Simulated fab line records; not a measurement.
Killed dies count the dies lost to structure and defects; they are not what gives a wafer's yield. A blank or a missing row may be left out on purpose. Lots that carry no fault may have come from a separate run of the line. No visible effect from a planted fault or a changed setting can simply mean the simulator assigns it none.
fab line records + flow n5_finfet
record
- lots=11
- wafers=33
- last_day=17
route steps=1938 shown BEOL_M8@1392 PASSIVATION@1936
lots that met no fault: taken from a fault-free run of the same line
start_h: hours from the record's opening day to when the first of the lot's shown wafers began + wait_h: time in hours since the lot's previous step + " repeats the value in the row above + L1.1+2: a single row standing in for several wafers + - either no value or no given start + * or withheld: withheld + < > ~ a bound
route shown NAME@n: NAME is a module with steps in the file, n the number in the route of the first one + usual: mean/standard deviation of fault-free wafers + same: alike in all rows + chamber/n: place in a boat + sites: per-site readings + _std_site: their standard deviation + _edge_site: mean of outer sites minus mean of inner sites + radius_mm: how far each site lies from the wafer's centre + mask NAME#n: copy n + behind: the tool/chamber that last shaped the wafer + hold: reason for holding the lot/hours on hold/outcome of the hold + device: names the non-switching transistor (n, p or np) + end of line: at the end of the route, the tests of the same wafers + step lacking rows: just its recipe + killed: not the wafer's yield, but the dies lost to structure and defects at the first sort + map: per-die view of a wafer (x killed, . not killed, _ where there is no die)
set.NAME: setting as actually run; set.NAME@STEP: the setting as run at that earlier step + model.NAME: the simulator's own value behind a step, which no gauge read
a sample of lots followed through the steps of the route, with each step as a table and each wafer as a row
services: a tool's chamber out of use, with start hour (start_h, from the record's first day; less than 0 if before it), hours out, and reason
## steps
# step N5_BEOL_M8_SPUTTER_48
# recipe
- material=Cu
- target_thk_a=100
- temp_c=-20
- bias_v=60
- power_w=26000
- chamber_pressure_pa=0.13
- time_s=1.667
# usual
- cathode_dc_power_W=26000/4.4
- throttle_valve_pct=30.0/0.77
| lot.wafer | tool           | chamber | start_h | wait_h | cathode_dc_power_W | throttle_valve_pct |
|-----------|----------------|---------|---------|--------|--------------------|--------------------|
| L662.1    | pvd_sputter-03 | -       | 218.10  | 0.1    | 26010              | 31.0               |
| L662.2    | "              | -       | "       | "      | 26008              | 29.1               |
| L662.6    | "              | -       | "       | "      | 25994              | 29.5               |
| L663.2    | pvd_sputter-01 | -       | 219.97  | 1.7    | 26004              | 29.4               |
| L663.3    | "              | -       | "       | "      | 26008              | 29.5               |
| L663.5    | "              | -       | "       | "      | 26003              | 31.0               |
| L665.2    | pvd_sputter-03 | -       | 226.44  | 0.1    | 26005              | 31.0               |
| L665.3    | "              | -       | "       | "      | 26002              | 30.7               |
| L665.4    | "              | -       | "       | "      | 26007              | 29.2               |
| L666.2    | pvd_sputter-01 | -       | 237.98  | 0.1    | 26005              | 29.8               |
| L666.5    | "              | -       | "       | "      | 25996              | 30.9               |
| L666.6    | "              | -       | "       | "      | 25999              | 29.3               |
| L673.1    | pvd_sputter-03 | -       | 300.25  | 1.3    | 26001              | 30.8               |
| L673.2    | "              | -       | "       | "      | 25998              | 29.3               |
| L673.5    | "              | -       | "       | "      | 25995              | 29.5               |
| L675.1    | pvd_sputter-03 | -       | 312.39  | 0.1    | 26002              | 29.5               |
| L675.4    | "              | -       | "       | "      | 26003              | 30.9               |
| L675.6    | "              | -       | "       | "      | 25991              | 29.3               |
| L680.1    | pvd_sputter-02 | -       | 322.03  | 0.1    | 26003              | 30.5               |
| L680.3    | "              | -       | "       | "      | 26004              | 29.8               |
| L680.4    | "              | -       | "       | "      | 25999              | 28.4               |
| L676.2    | pvd_sputter-03 | -       | 323.42  | 1.1    | 25997              | 29.2               |
| L676.3    | "              | -       | "       | "      | 26003              | 29.0               |
| L676.6    | "              | -       | "       | "      | 26007              | 30.4               |
| L678.1    | pvd_sputter-03 | -       | 334.88  | 0.1    | 25998              | 29.5               |
| L678.2    | "              | -       | "       | "      | 25999              | 30.3               |
| L678.3    | "              | -       | "       | "      | 26001              | 29.2               |
| L679.3    | pvd_sputter-03 | -       | 336.64  | 0.1    | 26006              | 30.5               |
| L679.4    | "              | -       | "       | "      | 25993              | 30.6               |
| L679.5    | "              | -       | "       | "      | 25995              | 29.7               |
| L681.1    | pvd_sputter-03 | -       | 344.51  | 0.1    | 26003              | 29.4               |
| L681.4    | "              | -       | "       | "      | 25998              | 30.2               |
| L681.5    | "              | -       | "       | "      | 25998              | 29.5               |
# step N5_BEOL_M8_CMP_52
# recipe
- stop_on=SiCOH_lowk
- t_overpolish_s=6.9
- down_force_psi=1
- platen_rpm=50
- clearing_platen_down_force_psi=1.5
- clearing_platen_rpm=50
- post_cmp_clean=cu_alkaline
- target_thk_nm=80
- clearing_platen_pad_velocity_m_s=0.99484
- pad_velocity_m_s=0.99484
# usual
- barrier_field_endpoint_s=28.8/0.61
- motor_current_A=6.3/0.62
- overpolish_run_s=6.899/0.0097
- time_to_endpoint_s=62.3/2.4
| lot.wafer | tool   | chamber | start_h | wait_h | barrier_field_endpoint_s | motor_current_A | overpolish_run_s | time_to_endpoint_s |
|-----------|--------|---------|---------|--------|--------------------------|-----------------|------------------|--------------------|
| L662.1    | cmp-02 | 3       | 219.27  | 0.3    | 28.6                     | 5.5             | 6.902            | 62.6               |
| L662.2    | "      | 1       | "       | "      | 29.2                     | 7.3             | 6.891            | 61.4               |
| L662.6    | "      | 3       | "       | "      | 29.8                     | 5.2             | 6.911            | 66.3               |
| L663.3    | cmp-01 | 0       | 220.77  | 0.2    | 28.5                     | 6.2             | 6.887            | 61.7               |
| L663.2    | "      | 2       | "       | "      | 28.1                     | 5.7             | 6.896            | 59.9               |
| L663.5    | "      | 3       | "       | "      | 28.5                     | 5.9             | 6.900            | 59.3               |
| L665.4    | cmp-02 | 1       | 227.08  | 0.1    | 28.2                     | 7.2             | 6.906            | 62.4               |
| L665.3    | "      | 3       | "       | "      | 28.5                     | 5.5             | 6.901            | 65.4               |
| L665.2    | "      | 0       | "       | "      | 28.5                     | 6.8             | 6.911            | 62.6               |
| L666.2    | cmp-02 | 1       | 239.29  | 0.2    | 28.8                     | 7.8             | 6.895            | 62.3               |
| L666.6    | "      | 1       | "       | "      | 29.2                     | 7.5             | 6.893            | 64.9               |
| L666.5    | "      | 2       | "       | "      | 29.1                     | 6.4             | 6.894            | 64.6               |
| L673.2    | cmp-03 | 2       | 300.89  | 0.3    | 27.1                     | 6.3             | 6.900            | 56.6               |
| L673.1    | "      | 3       | "       | "      | 28.9                     | 6.1             | 6.925            | 60.2               |
| L673.5    | "      | 0       | "       | "      | 28.9                     | 5.7             | 6.884            | 62.2               |
| L675.1    | cmp-02 | 0       | 312.89  | 0.3    | 28.2                     | 6.3             | 6.901            | 58.9               |
| L675.4    | "      | 2       | "       | "      | 28.6                     | 6.5             | 6.894            | 63.9               |
| L675.6    | "      | 0       | "       | "      | 28.9                     | 6.2             | 6.910            | 60.1               |
| L680.4    | cmp-01 | 1       | 322.57  | 0.1    | 29.1                     | 7.0             | 6.908            | 58.1               |
| L680.1    | "      | 2       | "       | "      | 29.4                     | 5.6             | 6.916            | 62.9               |
| L680.3    | "      | 0       | "       | "      | 29.8                     | 6.2             | 6.891            | 62.4               |
| L676.3    | cmp-01 | 3       | 323.93  | 0.2    | 28.7                     | 6.1             | 6.888            | 60.8               |
| L676.2    | "      | 2       | "       | "      | 28.0                     | 5.7             | 6.892            | 61.7               |
| L676.6    | "      | 0       | "       | "      | 28.9                     | 6.4             | 6.887            | 63.4               |
| L678.2    | cmp-02 | 2       | 335.79  | 0.4    | 28.0                     | 6.7             | 6.920            | 61.2               |
| L678.1    | "      | 3       | "       | "      | 28.9                     | 5.5             | 6.882            | 62.5               |
| L678.3    | "      | 0       | "       | "      | 28.8                     | 6.3             | 6.902            | 64.3               |
| L679.3    | cmp-02 | 1       | 337.15  | 0.2    | 29.9                     | 7.8             | 6.899            | 67.0               |
| L679.4    | "      | 0       | "       | "      | 29.5                     | 6.2             | 6.900            | 60.3               |
| L679.5    | "      | 1       | "       | "      | 29.3                     | 7.5             | 6.897            | 64.7               |
| L681.4    | cmp-03 | 1       | 346.17  | 0.2    | 29.9                     | 6.7             | 6.906            | 62.2               |
| L681.1    | "      | 3       | "       | "      | 28.9                     | 6.5             | 6.892            | 65.9               |
| L681.5    | "      | 1       | "       | "      | 29.0                     | 6.7             | 6.902            | 62.1               |
# step N5_BEOL_M8_DEP_56
# recipe
- material=SiCN
- target_thk_a=100
- temp_c=withheld
- precursor=3MS/NH3
- pressure_torr=3
- rf_w=202
- time_s=17.5
# usual
- showerhead_plenum_p_Torr=3.662/0.019
- showerhead_vpp_V=881/37
- throttle_valve_pct=9.2/0.58
| lot.wafer | tool     | chamber | start_h | wait_h | showerhead_plenum_p_Torr | showerhead_vpp_V | throttle_valve_pct |
|-----------|----------|---------|---------|--------|--------------------------|------------------|--------------------|
| L662.1    | pecvd-02 | 0       | 219.60  | 0.0    | 3.678                    | 871              | 9.5                |
| L662.2    | "        | 1       | "       | "      | 3.681                    | 875              | 9.4                |
| L662.6    | "        | 1       | "       | "      | 3.683                    | 867              | 9.6                |
| L663.2    | pecvd-02 | 1       | 221.10  | 0.0    | 3.673                    | 872              | 9.7                |
| L663.3    | "        | 1       | "       | "      | 3.685                    | 868              | 9.5                |
| L663.5    | "        | 1       | "       | "      | 3.677                    | 868              | 9.5                |
| L665.2    | pecvd-04 | 2       | 227.44  | 0.0    | 3.653                    | 861              | 8.0                |
| L665.3    | "        | 1       | "       | "      | 3.644                    | 884              | 9.4                |
| L665.4    | "        | 2       | "       | "      | 3.649                    | 870              | 8.0                |
| L666.2    | pecvd-04 | 0       | 239.64  | 0.0    | 3.668                    | 891              | 9.0                |
| L666.5    | "        | 0       | "       | "      | 3.656                    | 879              | 9.1                |
| L666.6    | "        | 1       | "       | "      | 3.647                    | 892              | 9.4                |
| L666.2    | pecvd-04 | 0       | 239.84  | 0.2    | 3.671                    | 889              | 9.3                |
| L666.5    | "        | 0       | "       | "      | 3.668                    | 885              | 9.0                |
| L666.6    | "        | 1       | "       | "      | 3.655                    | 887              | 9.6                |
| L673.1    | pecvd-02 | 2       | 301.17  | 0.0    | 3.667                    | 976              | 9.0                |
| L673.2    | "        | 1       | "       | "      | 3.686                    | 875              | 9.7                |
| L673.5    | "        | 2       | "       | "      | 3.662                    | 966              | 8.8                |
| L673.1    | pecvd-02 | 2       | 301.40  | 0.2    | 3.668                    | 979              | 8.9                |
| L673.2    | "        | 1       | "       | "      | 3.682                    | 861              | 9.6                |
| L673.5    | "        | 2       | "       | "      | 3.663                    | 955              | 8.5                |
| L675.1    | pecvd-01 | 0       | 313.25  | 0.0    | 3.620                    | 880              | 9.9                |
| L675.4    | "        | 1       | "       | "      | 3.688                    | 844              | 9.2                |
| L675.6    | "        | 2       | "       | "      | 3.640                    | 829              | 8.2                |
| L675.1    | pecvd-01 | 0       | 313.45  | 0.2    | 3.621                    | 894              | 10.1               |
| L675.4    | "        | 1       | "       | "      | 3.685                    | 831              | 9.3                |
| L675.6    | "        | 2       | "       | "      | 3.643                    | 849              | 8.6                |
| L680.1    | pecvd-04 | 0       | 322.94  | 0.0    | 3.666                    | 889              | 9.2                |
| L680.3    | "        | 0       | "       | "      | 3.661                    | 886              | 9.1                |
| L680.4    | "        | 2       | "       | "      | 3.667                    | 866              | 8.1                |
| L676.2    | pecvd-02 | 0       | 324.29  | 0.0    | 3.668                    | 870              | 9.4                |
| L676.3    | "        | 2       | "       | "      | 3.665                    | 974              | 8.9                |
| L676.6    | "        | 0       | "       | "      | 3.669                    | 889              | 9.7                |
| L678.1    | pecvd-02 | 1       | 336.11  | 0.0    | 3.684                    | 871              | 9.6                |
| L678.2    | "        | 2       | "       | "      | 3.664                    | 968              | 8.7                |
| L678.3    | "        | 0       | "       | "      | 3.668                    | 889              | 9.6                |
| L679.3    | pecvd-01 | 0       | 337.51  | 0.0    | 3.623                    | 888              | 9.8                |
| L679.4    | "        | 2       | "       | "      | 3.647                    | 839              | 8.7                |
| L679.5    | "        | 0       | "       | "      | 3.617                    | 879              | 10.1               |
| L681.1    | pecvd-01 | 0       | 346.49  | 0.0    | 3.620                    | 893              | 10.0               |
| L681.4    | "        | 0       | "       | "      | 3.625                    | 882              | 10.1               |
| L681.5    | "        | 2       | "       | "      | 3.648                    | 828              | 8.5                |
# step N5_BEOL_M8_RS_MEAS_57
# recipe
- thk_meas_gauge=four-point-probe
- reads=Cu_of_BEOL_M8_ECD_50+Co_of_BEOL_M8_CVD_78+TaN_of_BEOL_M8_ALD_77
# usual
- M8_RS=0.287/0.0063
| lot.wafer | tool          | chamber | start_h | wait_h | M8_RS[ohm/sq] |
|-----------|---------------|---------|---------|--------|---------------|
| L662.1    | film_metro-01 | -       | 219.69  | 0.1    | 0.286         |
| L662.2    | "             | -       | "       | "      | 0.287         |
| L662.6    | "             | -       | "       | "      | 0.298         |
| L663.2    | film_metro-01 | -       | 221.19  | 0.1    | 0.288         |
| L663.3    | "             | -       | "       | "      | 0.290         |
| L663.5    | "             | -       | "       | "      | 0.286         |
| L665.2    | film_metro-02 | -       | 227.51  | 0.1    | 0.295         |
| L665.3    | "             | -       | "       | "      | 0.295         |
| L665.4    | "             | -       | "       | "      | 0.299         |
| L666.2    | film_metro-02 | -       | 239.91  | 0.1    | 0.293         |
| L666.5    | "             | -       | "       | "      | 0.276         |
| L666.6    | "             | -       | "       | "      | 0.287         |
| L673.1    | film_metro-02 | -       | 301.47  | 0.1    | 0.286         |
| L673.2    | "             | -       | "       | "      | 0.279         |
| L673.5    | "             | -       | "       | "      | 0.278         |
| L675.1    | film_metro-02 | -       | 313.52  | 0.1    | 0.286         |
| L675.4    | "             | -       | "       | "      | 0.286         |
| L675.6    | "             | -       | "       | "      | 0.282         |
| L680.1    | film_metro-02 | -       | 323.02  | 0.1    | 0.288         |
| L680.3    | "             | -       | "       | "      | 0.281         |
| L680.4    | "             | -       | "       | "      | 0.286         |
| L676.2    | film_metro-02 | -       | 324.36  | 0.1    | 0.286         |
| L676.3    | "             | -       | "       | "      | 0.287         |
| L676.6    | "             | -       | "       | "      | 0.280         |
| L678.1    | film_metro-02 | -       | 336.18  | 0.1    | 0.295         |
| L678.2    | "             | -       | "       | "      | 0.293         |
| L678.3    | "             | -       | "       | "      | 0.282         |
| L679.3    | film_metro-01 | -       | 337.58  | 0.1    | 0.286         |
| L679.4    | "             | -       | "       | "      | 0.289         |
| L679.5    | "             | -       | "       | "      | 0.279         |
| L681.1    | film_metro-01 | -       | 346.56  | 0.1    | 0.292         |
| L681.4    | "             | -       | "       | "      | 0.293         |
| L681.5    | "             | -       | "       | "      | 0.289         |
# step N5_PASSIVATION_PROBE_49
# usual
- defect_limited_yield=91.2/1.4
- killed_at_M0_to_M3=34/9.7
- killed_at_M4_up=14/5.2
- killed_at_contacts=13/6.7
- killed_at_front_end=39/11
- killed_at_other=3.6/2.6
- killed_dies=104/17
- killed_open=69/12
- killed_short=34/8.2
- sort_bin_5_function=5.3/0.89
- sort_bin_6_memory=3.2/0.69
- sort_n_pass=1076/17
- sort_yield_pct=91.2/1.4
# same
- gross_dies=1180
- killed_at_back_side=0
- sort_bin_4_leakage[%]=0
- sort_bin_8_speed[%]=0
| lot.wafer | tool      | chamber | start_h | wait_h | defect_limited_yield[%] | killed_at_M0_to_M3 | killed_at_M4_up | killed_at_contacts | killed_at_front_end | killed_at_other | killed_dies | killed_open | killed_short | sort_bin_5_function[%] | sort_bin_6_memory[%] | sort_n_pass | sort_yield_pct[%] |
|-----------|-----------|---------|---------|--------|-------------------------|--------------------|-----------------|--------------------|---------------------|-----------------|-------------|-------------|--------------|------------------------|----------------------|-------------|-------------------|
| L662.1    | prober-02 | -       | 282.97  | 0.0    | 91.4                    | 29                 | 14              | 13                 | 44                  | 2               | 102         | 70          | 32           | 4.9                    | 3.3                  | 1078        | 91.4              |
| L662.2    | prober-02 | -       | 283.02  | 0.1    | 90.7                    | 30                 | 14              | 8                  | 52                  | 6               | 110         | 77          | 31           | 5.8                    | 3.1                  | 1070        | 90.7              |
| L662.6    | prober-02 | -       | 283.22  | 0.3    | 92.9                    | 28                 | 8               | 3                  | 43                  | 2               | 84          | 56          | 28           | 4.3                    | 2.4                  | 1096        | 92.9              |
| L666.6    | prober-01 | -       | 317.96  | 0.3    | 91.2                    | 41                 | 10              | 18                 | 31                  | 4               | 104         | 67          | 37           | 4.8                    | 3.7                  | 1076        | 91.2              |
| L675.1    | prober-02 | -       | 379.59  | 0.0    | 93.6                    | 24                 | 8               | 10                 | 32                  | 2               | 76          | 53          | 21           | 4.2                    | 2.2                  | 1104        | 93.6              |
| L675.4    | prober-02 | -       | 379.74  | 0.2    | 93.4                    | 29                 | 9               | 7                  | 33                  | 0               | 78          | 50          | 25           | 3.9                    | 2.4                  | 1102        | 93.4              |
| L675.6    | prober-02 | -       | 379.84  | 0.3    | 92.6                    | 27                 | 12              | 5                  | 42                  | 1               | 87          | 52          | 35           | 4.0                    | 3.1                  | 1093        | 92.6              |
# killed by level:class
L662.1 MOL_CONTACT_COAG:geometric_particle:open=11 FIN_SAQP:geometric_particle:open=10 BEOL_M4:geometric_particle:open=9 BEOL_M1:geometric_particle:open=8 FIN_SAQP:geometric_particle:short=7 STI_FIN_REVEAL:geometric_particle:open=5 GATE_CUT:geometric_particle:open=5 BEOL_M2:geometric_particle:open=5
L662.2 FIN_SAQP:geometric_particle:open=16 BEOL_M3:geometric_particle:open=13 STARTING-WAFER:geometric_particle:open=8 STI_FIN_REVEAL:geometric_particle:open=6 FIN_SAQP:geometric_particle:short=5 BEOL_M4:geometric_particle:open=5 BEOL_M3:geometric_particle:short=4 DUMMY_GATE:geometric_particle:open=4
L662.6 FIN_SAQP:geometric_particle:short=11 FIN_SAQP:geometric_particle:open=8 GATE_CUT:geometric_particle:open=7 BEOL_M1:geometric_particle:open=7 STI_FIN_REVEAL:geometric_particle:open=6 GATE_CUT:geometric_particle:short=6 BEOL_M3:geometric_particle:open=5 BEOL_M0_SAQP:geometric_particle:short=4
L666.6 MOL_CONTACT_COAG:geometric_particle:open=12 BEOL_M1:geometric_particle:open=11 FIN_SAQP:geometric_particle:short=9 BEOL_M0_SAQP:geometric_particle:open=9 FIN_SAQP:geometric_particle:open=7 BEOL_M0_SAQP:geometric_particle:short=7 BEOL_M2:geometric_particle:open=7 MOL_CONTACT_COAG:geometric_particle:short=6
L675.1 FIN_SAQP:geometric_particle:open=9 BEOL_M3:geometric_particle:open=8 MOL_CONTACT_COAG:geometric_particle:open=6 STARTING-WAFER:geometric_particle:open=6 BEOL_M0_SAQP:geometric_particle:open=5 FIN_SAQP:geometric_particle:short=4 GATE_CUT:geometric_particle:open=4 MOL_CONTACT_COAG:geometric_particle:short=4
L675.4 FIN_SAQP:geometric_particle:open=9 BEOL_M3:geometric_particle:open=7 FIN_SAQP:geometric_particle:short=6 BEOL_M0_SAQP:geometric_particle:short=6 BEOL_M2:geometric_particle:open=6 MOL_CONTACT_COAG:geometric_particle:open=5 DUMMY_GATE:geometric_particle:open=4 GATE_CUT:geometric_particle:short=3
L675.6 FIN_SAQP:geometric_particle:short=17 FIN_SAQP:geometric_particle:open=13 BEOL_M2:geometric_particle:open=12 BEOL_M4:geometric_particle:open=5 BEOL_M3:geometric_particle:open=4 MOL_CONTACT_COAG:geometric_particle:short=3 BEOL_M0_SAQP:geometric_particle:short=3 BEOL_M0_SAQP:geometric_particle:open=3
## services
| tool     | chamber | start_h | hours | kind                           |
|----------|---------|---------|-------|--------------------------------|
| pecvd-01 | -       | 196.57  | 1.0   | repair                         |
| pecvd-02 | 2       | 205.98  | -     | clean                          |
| pecvd-02 | 2       | 205.98  | -     | consumable_replace:showerhead  |
| pecvd-02 | 2       | 205.98  | 29.0  | scheduled_down                 |
| pecvd-02 | 2       | 205.98  | 29.0  | vent_cycle                     |
| cmp-01   | -       | 210.55  | 4.1   | pm                             |
| cmp-03   | -       | 226.24  | 1.2   | repair                         |
| pecvd-02 | 1       | 245.14  | 2.1   | scheduled_down                 |
| cmp-03   | -       | 248.30  | 4.0   | pm                             |
| cmp-03   | -       | 252.30  | -     | consumable_replace:conditioner |
| cmp-03   | -       | 252.30  | -     | consumable_replace:pad         |
| cmp-03   | -       | 252.82  | 19.2  | pm                             |
| cmp-01   | -       | 252.97  | 0.3   | repair                         |
| cmp-02   | -       | 265.42  | 0.7   | repair                         |
| cmp-01   | -       | 268.39  | 4.0   | pm                             |
| cmp-01   | -       | 272.39  | -     | consumable_replace:conditioner |
| cmp-01   | -       | 272.39  | -     | consumable_replace:pad         |
| cmp-01   | -       | 276.20  | 0.5   | repair                         |
| pecvd-02 | -       | 276.42  | 0.9   | repair                         |
| pecvd-04 | 1       | 310.94  | 12.0  | repair                         |
| pecvd-02 | -       | 311.50  | 0.8   | repair                         |
| cmp-01   | -       | 319.66  | 0.3   | repair                         |
| cmp-01   | -       | 341.28  | 0.9   | repair                         |
## key
first_sign
- step=N5_BEOL_M8_DEP_56
- reading=visit
- direction=added
effect none on later readings
met_at N5_BEOL_M8_DEP_56
struck_lots L666,L673,L675
not_acting_at N5_BEOL_M8_SPUTTER_48,N5_BEOL_M8_CMP_52,N5_BEOL_M8_RS_MEAS_57
fault
- kind=repeated_step_whole
- tool=pecvd-01,pecvd-02,pecvd-04
- chamber=-
- onset_h=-
- steps=N5_BEOL_M8_DEP_56
- times=1
- scope=struck_lots_only
